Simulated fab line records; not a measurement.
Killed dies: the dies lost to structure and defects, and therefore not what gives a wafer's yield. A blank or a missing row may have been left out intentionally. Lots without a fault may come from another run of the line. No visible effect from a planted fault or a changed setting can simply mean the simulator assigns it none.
Split-lot experiment || flow n5 finfet || 21 wafers read across 7 lots, on a route 1938 steps long

THE SPLIT ITSELF
At N5_BEOL_M8_TRENCH_ETCH_37 (etches SiCOH lowk in C4F6/O2, target depth 93.478 nm, time 31.2 s), the setting time s was moved away from the recipe's 31.2 s on 6 of the 21 wafers read, by -7.5% to +20.4%. The other wafers ran this setting at the recipe's value.

FROM THE SPLIT TO THE READING: what the file shows between them, 11 steps
- N5_BEOL_M8_ETCH_41: etches SiCN in CH3F/O2, target depth 31.9 nm, time 57.8 s
- N5_BEOL_M8_STRIP_80: strips in N2/H2, time 10 s
- N5_BEOL_M8_OCD_MEAS_38
- N5_BEOL_M8_HM_STRIP_39: strips TiN in peroxide tin strip, target depth 25 nm, time 158 s
- N5_BEOL_M8_SRD_40: time 30 s
- N5_BEOL_M8_ECD_50: material Cu, target thk 300 nm
- N5_BEOL_M8_ANNEAL_51: time 90 s
- N5_BEOL_M8_CMP_52: polishes, stops on SiCOH lowk, t overpolish 6.9 s, target thk 80 nm
- N5_BEOL_M8_THK_MEAS_53: measures by xrf
- N5_BEOL_M8_PRE_CLEAN_55: time 15 s
- N5_BEOL_M8_DEP_56: deposits SiCN from 3MS/NH3, target thk 10 nm, time 17.5 s

THE READING
M8_RS, in ohm/sq, at N5_BEOL_M8_RS_MEAS_57 (measures by four-point-probe). Fault-free wafers of this fab line usually give 0.286 ohm/sq, standard deviation 0.0081 ohm/sq.

{"wafer": "L075.1", "tool, chamber at the split": "rie diel-04, 1", "time s as run, s": 31.2, "against the recipe": "recipe", "M8_RS, ohm/sq": 0.274, "against lot-mates on the recipe": "-"}
{"wafer": "L075.3", "tool, chamber at the split": "rie diel-04, 0", "time s as run, s": 31.2, "against the recipe": "recipe", "M8_RS, ohm/sq": 0.283, "against lot-mates on the recipe": "-"}
{"wafer": "L075.6", "tool, chamber at the split": "rie diel-04, 1", "time s as run, s": 31.2, "against the recipe": "recipe", "M8_RS, ohm/sq": 0.275, "against lot-mates on the recipe": "-"}
{"wafer": "L076.2", "tool, chamber at the split": "rie diel-04, 2", "time s as run, s": 31.2, "against the recipe": "recipe", "M8_RS, ohm/sq": 0.292, "against lot-mates on the recipe": "-"}
{"wafer": "L076.3", "tool, chamber at the split": "rie diel-04, 0", "time s as run, s": 28.85, "against the recipe": "-7.5%", "M8_RS, ohm/sq": 0.307, "against lot-mates on the recipe": "+0.015"}
{"wafer": "L076.6", "tool, chamber at the split": "rie diel-04, 0", "time s as run, s": 28.85, "against the recipe": "-7.5%", "M8_RS, ohm/sq": 0.301, "against lot-mates on the recipe": "+0.009"}
{"wafer": "L079.2", "tool, chamber at the split": "rie diel-04, 3", "time s as run, s": 31.2, "against the recipe": "recipe", "M8_RS, ohm/sq": 0.277, "against lot-mates on the recipe": "-"}
{"wafer": "L079.3", "tool, chamber at the split": "rie diel-04, 1", "time s as run, s": 31.2, "against the recipe": "recipe", "M8_RS, ohm/sq": 0.266, "against lot-mates on the recipe": "-"}
{"wafer": "L079.4", "tool, chamber at the split": "rie diel-04, 0", "time s as run, s": 31.2, "against the recipe": "recipe", "M8_RS, ohm/sq": 0.280, "against lot-mates on the recipe": "-"}
{"wafer": "L083.1", "tool, chamber at the split": "rie diel-03, 1", "time s as run, s": 37.58, "against the recipe": "+20.4%", "M8_RS, ohm/sq": 0.219, "against lot-mates on the recipe": -0.054}
{"wafer": "L083.3", "tool, chamber at the split": "rie diel-03, 3", "time s as run, s": 37.58, "against the recipe": "+20.4%", "M8_RS, ohm/sq": 0.218, "against lot-mates on the recipe": -0.055}
{"wafer": "L083.5", "tool, chamber at the split": "rie diel-03, 0", "time s as run, s": 31.2, "against the recipe": "recipe", "M8_RS, ohm/sq": 0.273, "against lot-mates on the recipe": "-"}
{"wafer": "L091.3", "tool, chamber at the split": "rie diel-02, 3", "time s as run, s": 34.3, "against the recipe": "+9.9%", "M8_RS, ohm/sq": 0.249, "against lot-mates on the recipe": -0.040}
{"wafer": "L091.4", "tool, chamber at the split": "rie diel-02, 3", "time s as run, s": 34.3, "against the recipe": "+9.9%", "M8_RS, ohm/sq": 0.242, "against lot-mates on the recipe": -0.047}
{"wafer": "L091.5", "tool, chamber at the split": "rie diel-02, 1", "time s as run, s": 31.2, "against the recipe": "recipe", "M8_RS, ohm/sq": 0.289, "against lot-mates on the recipe": "-"}
{"wafer": "L092.4", "tool, chamber at the split": "rie diel-03, 3", "time s as run, s": 31.2, "against the recipe": "recipe", "M8_RS, ohm/sq": 0.278, "against lot-mates on the recipe": "-"}
{"wafer": "L092.5", "tool, chamber at the split": "rie diel-03, 0", "time s as run, s": 31.2, "against the recipe": "recipe", "M8_RS, ohm/sq": 0.282, "against lot-mates on the recipe": "-"}
{"wafer": "L092.6", "tool, chamber at the split": "rie diel-03, 1", "time s as run, s": 31.2, "against the recipe": "recipe", "M8_RS, ohm/sq": 0.297, "against lot-mates on the recipe": "-"}
{"wafer": "L094.2", "tool, chamber at the split": "rie diel-04, 0", "time s as run, s": 31.2, "against the recipe": "recipe", "M8_RS, ohm/sq": 0.289, "against lot-mates on the recipe": "-"}
{"wafer": "L094.3", "tool, chamber at the split": "rie diel-04, 1", "time s as run, s": 31.2, "against the recipe": "recipe", "M8_RS, ohm/sq": 0.270, "against lot-mates on the recipe": "-"}
{"wafer": "L094.4", "tool, chamber at the split": "rie diel-04, 2", "time s as run, s": 31.2, "against the recipe": "recipe", "M8_RS, ohm/sq": 0.295, "against lot-mates on the recipe": "-"}

THE FIT
A straight line over all 21 wafers: M8_RS changes by -0.00314 ohm/sq for each +1% of time s; r = -0.94; the points scatter about the line by 0.0083 ohm/sq.
The same after taking each lot's own level away (the mean of its wafers on the recipe; 21 wafers): -0.00277 ohm/sq for each +1%; r = -0.93; scatter 0.0083 ohm/sq.
The reading moves by 0.057 ohm/sq for the largest change in time s, on that fit.
The span of the lots' own levels, 0.2730 to 0.2920 ohm/sq, comes to 2.3 times the standard deviation stated above.
Hence the slope depends on the lot-to-lot level, as the two fits are not the same.
Check: with one of the wafers moved furthest among these (+20.4%) left out of the fit, the line predicts -0.0615 ohm/sq for it against its lot-mates. It came out at -0.054 ohm/sq against them.

THESE WAFERS: OTHER SPLITS
Other splits were also applied to these wafers ahead of the reading. Each is held against what the fit with the lots' levels taken away leaves over:
{"other split on the same wafers": "N5_BEOL_M8_COAT_59 spin rpm", "wafers away from the commonest value": 9, "r with M8_RS (lot level and that fit taken away)": "+0.36"}
{"other split on the same wafers": "N5_BEOL_M8_DESCUM_33 time s", "wafers away from the commonest value": 6, "r with M8_RS (lot level and that fit taken away)": -0.19}

THE WHOLE CHAIN: every reading that the file lists as answering this split, in the file's order
{"step": "N5_BEOL_M8_TRENCH_ETCH_37", "what it does": "etches SiCOH lowk in C4F6/O2, target depth 93.478 nm, time 31.2 s", "reading": "BEOL_M8.feature depth nm (the simulator's own value, which no gauge read)", "change (the file's fit)": "+0.916 nm for each +1% of the setting", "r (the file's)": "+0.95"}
{"step": "N5_BEOL_M8_TRENCH_ETCH_37", "what it does": "etches SiCOH lowk in C4F6/O2, target depth 93.478 nm, time 31.2 s", "reading": "etch.depth nm (the simulator's own value, which no gauge read)", "change (the file's fit)": "+0.912 nm for each +1% of the setting", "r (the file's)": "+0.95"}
{"step": "N5_BEOL_M8_OCD_MEAS_38", "what it does": "", "reading": "trench depth nm", "change (the file's fit)": "+0.898 nm for each +1% of the setting", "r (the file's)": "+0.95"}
{"step": "N5_BEOL_M8_CMP_52", "what it does": "polishes, stops on SiCOH lowk, t overpolish 6.9 s, target thk 80 nm", "reading": "Cu_of_BEOL_M8_ECD_50.thk nm (the simulator's own value, which no gauge read)", "change (the file's fit)": "+0.871 nm for each +1% of the setting", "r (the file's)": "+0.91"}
{"step": "N5_BEOL_M8_THK_MEAS_53", "what it does": "measures by xrf", "reading": "M8_THK", "change (the file's fit)": "+0.879 for each +1% of the setting", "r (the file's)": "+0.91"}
{"step": "N5_BEOL_M8_RS_MEAS_57", "what it does": "measures by four-point-probe", "reading": "M8_RS", "change (the file's fit)": "-0.00287 for each +1% of the setting", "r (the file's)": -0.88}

FILE'S OWN FIT
M8_RS changes by -0.00287 ohm/sq for each +1% of time s, r = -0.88.
